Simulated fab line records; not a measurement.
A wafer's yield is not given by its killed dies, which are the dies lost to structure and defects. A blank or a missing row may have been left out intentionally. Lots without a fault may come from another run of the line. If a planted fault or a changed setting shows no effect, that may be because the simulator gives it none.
Which tool was responsible? :: flow n5-finfet :: 24 wafers from 8 lots sampled at 5 of the route's 1938 steps

WHAT THE GAUGES READ, wafer by wafer
N5_BEOL_M4_RC_MEAS_101. Usual: DIBL_N 35.8 mV/V, standard deviation 1.8; DIBL_P 35.9 mV/V, standard deviation 2.2; IOFF_N 0.16 nA/um, standard deviation 0.035; IOFF_P 0.21 nA/um, standard deviation 0.04; ION_N 672 uA/um, standard deviation 11; ION_P 461 uA/um, standard deviation 7.4; SS_N 71.4 mV/dec, standard deviation 0.64; SS_P 73.2 mV/dec, standard deviation 0.67; VT_N 250 mV, standard deviation 3.5; VT_P -251 mV, standard deviation 3.4.
lot: L978
measured: day 8 15:25
on: prober-01
DIBL_N (mV/V): 34.9 32.9 34.9
DIBL_P (mV/V): 36.2 34.3 36.9
IOFF_N (nA/um): 0.17 0.14 0.17
IOFF_P (nA/um): 0.23 0.20 0.25
ION_N (uA/um): 675 669 677
ION_P (uA/um): 468 463 476
SS_N (mV/dec): 71.4 71.4 71.0
SS_P (mV/dec): 74.0 72.7 72.8
VT_N (mV): 247 250 245
VT_P (mV): -246 -250 -246
flag: 

lot: L984
measured: day 9 17:13
on: prober-01
DIBL_N (mV/V): 36.0 39.2 38.9
DIBL_P (mV/V): 35.7 39.2 39.0
IOFF_N (nA/um): 0.15 0.21 0.20
IOFF_P (nA/um): 0.20 0.27 0.25
ION_N (uA/um): 665 683 676
ION_P (uA/um): 462 468 470
SS_N (mV/dec): 71.5 72.0 72.2
SS_P (mV/dec): 72.8 74.2 73.1
VT_N (mV): 254 251 248
VT_P (mV): -250 -248 -250
flag: 

lot: L985
measured: day 9 22:04
on: prober-02
DIBL_N (mV/V): 36.3 38.0 36.0
DIBL_P (mV/V): 36.0 39.9 36.2
IOFF_N (nA/um): 0.15 0.19 0.15
IOFF_P (nA/um): 0.18 0.26 0.19
ION_N (uA/um): 663 677 667
ION_P (uA/um): 455 462 458
SS_N (mV/dec): 71.7 71.8 71.1
SS_P (mV/dec): 73.6 74.1 73.6
VT_N (mV): 251 249 249
VT_P (mV): -253 -249 -251
flag: 

lot: L987
measured: day 10 06:25
on: prober-01
DIBL_N (mV/V): 38.0 38.2 36.5
DIBL_P (mV/V): 37.8 37.2 35.5
IOFF_N (nA/um): 0.20 0.20 0.17
IOFF_P (nA/um): 0.24 0.23 0.20
ION_N (uA/um): 686 677 687
ION_P (uA/um): 463 461 469
SS_N (mV/dec): 71.9 72.3 71.7
SS_P (mV/dec): 74.3 73.8 74.4
VT_N (mV): 244 248 249
VT_P (mV): -250 -251 -252
flag: 

lot: L988
measured: day 10 22:46
on: prober-02
DIBL_N (mV/V): 35.6 38.5 37.0
DIBL_P (mV/V): 35.6 39.2 37.5
IOFF_N (nA/um): 0.14 0.19 0.18
IOFF_P (nA/um): 0.18 0.24 0.21
ION_N (uA/um): 674 682 685
ION_P (uA/um): 455 459 465
SS_N (mV/dec): 71.6 72.2 72.7
SS_P (mV/dec): 73.2 73.4 73.6
VT_N (mV): 249 249 249
VT_P (mV): -251 -249 -250
flag: 

lot: L991
measured: day 11 19:51
on: prober-02
DIBL_N (mV/V): 34.3 37.1 35.0
DIBL_P (mV/V): 34.6 38.2 35.8
IOFF_N (nA/um): 0.13 0.19 0.15
IOFF_P (nA/um): 0.21 0.28 0.23
ION_N (uA/um): 658 664 669
ION_P (uA/um): 462 464 470
SS_N (mV/dec): 71.3 71.2 70.5
SS_P (mV/dec): 73.0 73.7 72.3
VT_N (mV): 253 247 249
VT_P (mV): -249 -246 -246
flag: 

lot: L990
measured: day 11 16:23
on: prober-02
DIBL_N (mV/V): 35.2 37.3 37.5
DIBL_P (mV/V): 34.5 37.3 38.5
IOFF_N (nA/um): 0.14 0.16 0.18
IOFF_P (nA/um): 0.18 0.22 0.25
ION_N (uA/um): 667 684 682
ION_P (uA/um): 459 467 465
SS_N (mV/dec): 70.5 71.4 71.2
SS_P (mV/dec): 72.1 72.6 73.1
VT_N (mV): 252 250 246
VT_P (mV): -250 -250 -249
flag: 

lot: L100
measured: day 13 23:44
on: prober-02
DIBL_N (mV/V): 34.4 35.2 32.4
DIBL_P (mV/V): 33.0 34.1 30.8
IOFF_N (nA/um): 0.11 0.12 0.09
IOFF_P (nA/um): 0.17 0.18 0.14
ION_N (uA/um): 659 658 653
ION_P (uA/um): 459 459 453
SS_N (mV/dec): 70.6 71.7 70.3
SS_P (mV/dec): 72.5 72.9 71.6
VT_N (mV): 255 255 257
VT_P (mV): -251 -253 -255
flag: 

EACH LOT AND THE TOOL THAT RAN IT (in order: tool; ch and the chambers of the sampled wafers; start)
lot: L978
N5_HKMG_FIN_ETCH_67: rie-diel-02 ch 0,3, day 4 17:17
N5_HKMG_FIN_STRIP_90: rie-diel-02 ch 0,3, day 4 17:20
N5_GATE_CUT_ETCH_56: rie-metal-03 ch 0,1, day 4 19:27
N5_GATE_CUT_ETCH_58: rie-diel-01 ch 0,2,3, day 4 19:37

lot: L984
N5_HKMG_FIN_ETCH_67: rie-diel-05 ch 0,1,3, day 6 02:53
N5_HKMG_FIN_STRIP_90: rie-diel-05 ch 0,1,3, day 6 02:56
N5_GATE_CUT_ETCH_56: rie-metal-03 ch 0,1, day 6 05:01
N5_GATE_CUT_ETCH_58: rie-diel-03 ch 0,1, day 6 05:15

lot: L985
N5_HKMG_FIN_ETCH_67: rie-diel-05 ch 0,1,3, day 6 10:43
N5_HKMG_FIN_STRIP_90: rie-diel-05 ch 0,1,3, day 6 10:47
N5_GATE_CUT_ETCH_56: rie-metal-03 ch 0,1, day 6 13:08
N5_GATE_CUT_ETCH_58: rie-diel-03 ch 1,2,3, day 6 13:16

lot: L987
N5_HKMG_FIN_ETCH_67: rie-diel-02 ch 0,1, day 6 22:32
N5_HKMG_FIN_STRIP_90: rie-diel-02 ch 0,1, day 6 22:35
N5_GATE_CUT_ETCH_56: rie-metal-01 ch 0,1, day 7 00:46
N5_GATE_CUT_ETCH_58: rie-diel-01 ch 0,1, day 7 00:54

lot: L988
N5_HKMG_FIN_ETCH_67: rie-diel-04 ch 0,3, day 7 04:40
N5_HKMG_FIN_STRIP_90: rie-diel-04 ch 0,3, day 7 04:44
N5_GATE_CUT_ETCH_56: rie-metal-03 ch 0,1, day 7 07:20
N5_GATE_CUT_ETCH_58: rie-diel-01 ch 0,3, day 7 07:30

lot: L991
N5_HKMG_FIN_ETCH_67: rie-diel-05 ch 2,3, day 7 15:38
N5_HKMG_FIN_STRIP_90: rie-diel-05 ch 2,3, day 7 15:42
N5_GATE_CUT_ETCH_56: rie-metal-02 ch 0,1, day 7 17:47
N5_GATE_CUT_ETCH_58: rie-diel-01 ch 0,1, day 7 17:57

lot: L990
N5_HKMG_FIN_ETCH_67: rie-diel-02 ch 0,2,3, day 7 18:25
N5_HKMG_FIN_STRIP_90: rie-diel-02 ch 0,2,3, day 7 18:29
N5_GATE_CUT_ETCH_56: rie-metal-02 ch 0,1, day 7 20:46
N5_GATE_CUT_ETCH_58: rie-diel-06 ch 0,1,3, day 7 20:56

lot: L100
N5_HKMG_FIN_ETCH_67: rie-diel-02 ch 2,3, day 10 01:34
N5_HKMG_FIN_STRIP_90: rie-diel-02 ch 2,3, day 10 01:37
N5_GATE_CUT_ETCH_56: rie-metal-01 ch 0,1, day 10 03:42
N5_GATE_CUT_ETCH_58: rie-diel-01 ch 1,2, day 10 03:52
- N5_HKMG_FIN_ETCH_67: etches SOC in N2/H2, stops on TiN, target depth 388.9 nm.
- N5_HKMG_FIN_STRIP_90: strips SOC in N2/H2, time 20 s.
- N5_GATE_CUT_ETCH_56: etches TiN in Cl2/Ar, target depth 21.6 nm.
- N5_GATE_CUT_ETCH_58: etches SiNx in CH3F/O2, target depth 17 nm, time 128.6 s.

WHAT THE TOOLS THEMSELVES READ (means of the sampled wafers that have a number; where no wafer has one, the mark that the record gives instead)
N5_HKMG_FIN_ETCH_67. Usual: drypump-motor-current-A 5.6 A, standard deviation 0.41; oes-product-au 0.79 a.u., standard deviation 0.087; rf-fwd-power-W 844 W, standard deviation 3.4; rf-vpp-V 241.0 V, standard deviation 1.4; showerhead-plenum-p-Torr 2.57 Torr, standard deviation 0.086; throttle-valve-pct 17.73 %, standard deviation 0.23.
lot: L978
tool: rie-diel-02
drypump-motor-current-A (A): 5.4
oes-product-au (a.u.): 0.85
rf-fwd-power-W (W): 841
rf-vpp-V (V): 240.5
showerhead-plenum-p-Torr (Torr): 2.55
throttle-valve-pct (%): 17.60
flag: 

lot: L984
tool: rie-diel-05
drypump-motor-current-A (A): 5.6
oes-product-au (a.u.): 0.76
rf-fwd-power-W (W): 846
rf-vpp-V (V): 240.8
showerhead-plenum-p-Torr (Torr): 2.58
throttle-valve-pct (%): 17.81
flag: 

lot: L985
tool: rie-diel-05
drypump-motor-current-A (A): 5.6
oes-product-au (a.u.): 0.76
rf-fwd-power-W (W): 843
rf-vpp-V (V): 241.2
showerhead-plenum-p-Torr (Torr): 2.58
throttle-valve-pct (%): 17.81
flag: 

lot: L987
tool: rie-diel-02
drypump-motor-current-A (A): 5.4
oes-product-au (a.u.): 0.71
rf-fwd-power-W (W): 845
rf-vpp-V (V): 241.0
showerhead-plenum-p-Torr (Torr): 2.60
throttle-valve-pct (%): 18.00
flag: 

lot: L988
tool: rie-diel-04
drypump-motor-current-A (A): 5.3
oes-product-au (a.u.): 0.87
rf-fwd-power-W (W): 846
rf-vpp-V (V): 241.6
showerhead-plenum-p-Torr (Torr): 2.66
throttle-valve-pct (%): 17.62
flag: 

lot: L991
tool: rie-diel-05
drypump-motor-current-A (A): 5.7
oes-product-au (a.u.): 0.71
rf-fwd-power-W (W): 848
rf-vpp-V (V): 241.8
showerhead-plenum-p-Torr (Torr): 2.54
throttle-valve-pct (%): 17.48
flag: 

lot: L990
tool: rie-diel-02
drypump-motor-current-A (A): 5.8
oes-product-au (a.u.): 0.81
rf-fwd-power-W (W): 844
rf-vpp-V (V): 240.1
showerhead-plenum-p-Torr (Torr): 2.49
throttle-valve-pct (%): 17.70
flag: 

lot: L100
tool: rie-diel-02
drypump-motor-current-A (A): 6.2
oes-product-au (a.u.): 0.78
rf-fwd-power-W (W): 841
rf-vpp-V (V): 239.7
showerhead-plenum-p-Torr (Torr): 2.44
throttle-valve-pct (%): 17.77
flag: 

N5_HKMG_FIN_STRIP_90. Usual: drypump-motor-current-A 5.6 A, standard deviation 0.41; oes-product-au 0.80 a.u., standard deviation 0.091; rf-vpp-V 54.3 V, standard deviation 0.82; showerhead-plenum-p-Torr 3.40 Torr, standard deviation 0.11; throttle-valve-pct 19.0 %, standard deviation 0.35.
lot: L978
tool: rie-diel-02
drypump-motor-current-A (A): 5.4
oes-product-au (a.u.): 0.87
rf-vpp-V (V): 54.5
showerhead-plenum-p-Torr (Torr): 3.37
throttle-valve-pct (%): 18.7
flag: 

lot: L984
tool: rie-diel-05
drypump-motor-current-A (A): 5.6
oes-product-au (a.u.): 0.77
rf-vpp-V (V): 55.0
showerhead-plenum-p-Torr (Torr): 3.41
throttle-valve-pct (%): 19.0
flag: 

lot: L985
tool: rie-diel-05
drypump-motor-current-A (A): 5.6
oes-product-au (a.u.): 0.76
rf-vpp-V (V): 53.7
showerhead-plenum-p-Torr (Torr): 3.41
throttle-valve-pct (%): 19.0
flag: 

lot: L987
tool: rie-diel-02
drypump-motor-current-A (A): 5.4
oes-product-au (a.u.): 0.70
rf-vpp-V (V): 54.9
showerhead-plenum-p-Torr (Torr): 3.43
throttle-valve-pct (%): 19.2
flag: 

lot: L988
tool: rie-diel-04
drypump-motor-current-A (A): 5.3
oes-product-au (a.u.): 0.88
rf-vpp-V (V): 54.2
showerhead-plenum-p-Torr (Torr): 3.50
throttle-valve-pct (%): 19.0
flag: 

lot: L991
tool: rie-diel-05
drypump-motor-current-A (A): 5.7
oes-product-au (a.u.): 0.71
rf-vpp-V (V): 53.9
showerhead-plenum-p-Torr (Torr): 3.36
throttle-valve-pct (%): 18.4
flag: 

lot: L990
tool: rie-diel-02
drypump-motor-current-A (A): 5.8
oes-product-au (a.u.): 0.81
rf-vpp-V (V): 54.2
showerhead-plenum-p-Torr (Torr): 3.29
throttle-valve-pct (%): 18.9
flag: 

lot: L100
tool: rie-diel-02
drypump-motor-current-A (A): 6.2
oes-product-au (a.u.): 0.78
rf-vpp-V (V): 54.3
showerhead-plenum-p-Torr (Torr): 3.23
throttle-valve-pct (%): 19.1
flag: 

N5_GATE_CUT_ETCH_56. Usual: drypump-motor-current-A 5.5 A, standard deviation 0.64; oes-product-au 0.85 a.u., standard deviation 0.067; rf-fwd-power-W 596.1 W, standard deviation 2.3; throttle-valve-pct 20.66 %, standard deviation 0.18.
lot: L978
tool: rie-metal-03
drypump-motor-current-A (A): 5.7
oes-product-au (a.u.): 0.90
rf-fwd-power-W (W): 596.7
throttle-valve-pct (%): 20.61
flag: 

lot: L984
tool: rie-metal-03
drypump-motor-current-A (A): 5.7
oes-product-au (a.u.): 0.88
rf-fwd-power-W (W): 596.5
throttle-valve-pct (%): 20.61
flag: 

lot: L985
tool: rie-metal-03
drypump-motor-current-A (A): 5.7
oes-product-au (a.u.): 0.87
rf-fwd-power-W (W): 597.2
throttle-valve-pct (%): 20.61
flag: 

lot: L987
tool: rie-metal-01
drypump-motor-current-A (A): 5.8
oes-product-au (a.u.): 0.80
rf-fwd-power-W (W): 593.4
throttle-valve-pct (%): 20.69
flag: 

lot: L988
tool: rie-metal-03
drypump-motor-current-A (A): 5.2
oes-product-au (a.u.): 0.90
rf-fwd-power-W (W): 596.4
throttle-valve-pct (%): 20.57
flag: 

lot: L991
tool: rie-metal-02
drypump-motor-current-A (A): 5.8
oes-product-au (a.u.): 0.82
rf-fwd-power-W (W): 596.1
throttle-valve-pct (%): 20.61
flag: 

lot: L990
tool: rie-metal-02
drypump-motor-current-A (A): 5.8
oes-product-au (a.u.): 0.83
rf-fwd-power-W (W): 596.0
throttle-valve-pct (%): 20.61
flag: 

lot: L100
tool: rie-metal-01
drypump-motor-current-A (A): 5.4
oes-product-au (a.u.): 0.76
rf-fwd-power-W (W): 596.3
throttle-valve-pct (%): 20.88
flag: 

N5_GATE_CUT_ETCH_58. Usual: CH3F_flow_sccm 30.00 sccm, standard deviation 0.086; drypump-motor-current-A 5.8 A, standard deviation 0.46; oes-product-au 0.80 a.u., standard deviation 0.096; rf-fwd-power-W 413.7 W, standard deviation 1.4; rf-vpp-V 98.9 V, standard deviation 0.92; showerhead-plenum-p-Torr 1.97 Torr, standard deviation 0.04; throttle-valve-pct 16.39 %, standard deviation 0.26.
lot: L978
tool: rie-diel-01
CH3F_flow_sccm (sccm): 29.98
drypump-motor-current-A (A): 6.2
oes-product-au (a.u.): 0.71
rf-fwd-power-W (W): 413.6
rf-vpp-V (V): 99.1
showerhead-plenum-p-Torr (Torr): 1.98
throttle-valve-pct (%): 16.51
flag: 

lot: L984
tool: rie-diel-03
CH3F_flow_sccm (sccm): 30.04
drypump-motor-current-A (A): 5.8
oes-product-au (a.u.): 0.78
rf-fwd-power-W (W): 413.5
rf-vpp-V (V): 99.9
showerhead-plenum-p-Torr (Torr): 1.98
throttle-valve-pct (%): 16.57
flag: 

lot: L985
tool: rie-diel-03
CH3F_flow_sccm (sccm): 29.88
drypump-motor-current-A (A): 5.4
oes-product-au (a.u.): 0.72
rf-fwd-power-W (W): 414.7
rf-vpp-V (V): 98.6
showerhead-plenum-p-Torr (Torr): 1.95
throttle-valve-pct (%): 16.65
flag: 

lot: L987
tool: rie-diel-01
CH3F_flow_sccm (sccm): 30.01
drypump-motor-current-A (A): 6.0
oes-product-au (a.u.): 0.94
rf-fwd-power-W (W): 413.4
rf-vpp-V (V): 97.7
showerhead-plenum-p-Torr (Torr): 1.96
throttle-valve-pct (%): 16.11
flag: 

lot: L988
tool: rie-diel-01
CH3F_flow_sccm (sccm): 29.98
drypump-motor-current-A (A): 6.5
oes-product-au (a.u.): 0.82
rf-fwd-power-W (W): 415.5
rf-vpp-V (V): 98.0
showerhead-plenum-p-Torr (Torr): 1.99
throttle-valve-pct (%): 16.24
flag: 

lot: L991
tool: rie-diel-01
CH3F_flow_sccm (sccm): 29.97
drypump-motor-current-A (A): 6.0
oes-product-au (a.u.): 0.92
rf-fwd-power-W (W): 413.1
rf-vpp-V (V): 99.1
showerhead-plenum-p-Torr (Torr): 1.96
throttle-valve-pct (%): 16.11
flag: 

lot: L990
tool: rie-diel-06
CH3F_flow_sccm (sccm): 30.01
drypump-motor-current-A (A): 5.5
oes-product-au (a.u.): 0.78
rf-fwd-power-W (W): 412.8
rf-vpp-V (V): 98.1
showerhead-plenum-p-Torr (Torr): 1.93
throttle-valve-pct (%): 16.25
flag: 

lot: L100
tool: rie-diel-01
CH3F_flow_sccm (sccm): 29.98
drypump-motor-current-A (A): 6.0
oes-product-au (a.u.): 0.93
rf-fwd-power-W (W): 478.3
rf-vpp-V (V): 93.7
showerhead-plenum-p-Torr (Torr): 1.95
throttle-valve-pct (%): 16.23
flag: OFF

THE ANSWER, worked out from the rows above alone
Rule: a lot counts as off when the mean over its wafers that have a number is more than 3 standard deviations away from the usual mean. Also off: a lot with no number at a reading for which 4 or more lots have one. The other lots that the step has rows for count as sound. Order of review: gauges by route order, followed by the tools' own readings, for which a lot's mean as printed above is used. At the first step where some lot is off, the reading lying furthest off is the one used; lots without a number count as furthest.
Off: L100, at N5_GATE_CUT_ETCH_58 (rf-fwd-power-W).
A tool fits if, at that step or a process step before it, it ran every lot that is off, and no sound lot after the first of them. Can't be told from this: 3 tools fit, rie-diel-02 at N5_HKMG_FIN_ETCH_67 and N5_HKMG_FIN_STRIP_90, rie-metal-01 at N5_GATE_CUT_ETCH_56, rie-diel-01 at N5_GATE_CUT_ETCH_58.

WHAT THE SIMULATOR HAD PUT IN
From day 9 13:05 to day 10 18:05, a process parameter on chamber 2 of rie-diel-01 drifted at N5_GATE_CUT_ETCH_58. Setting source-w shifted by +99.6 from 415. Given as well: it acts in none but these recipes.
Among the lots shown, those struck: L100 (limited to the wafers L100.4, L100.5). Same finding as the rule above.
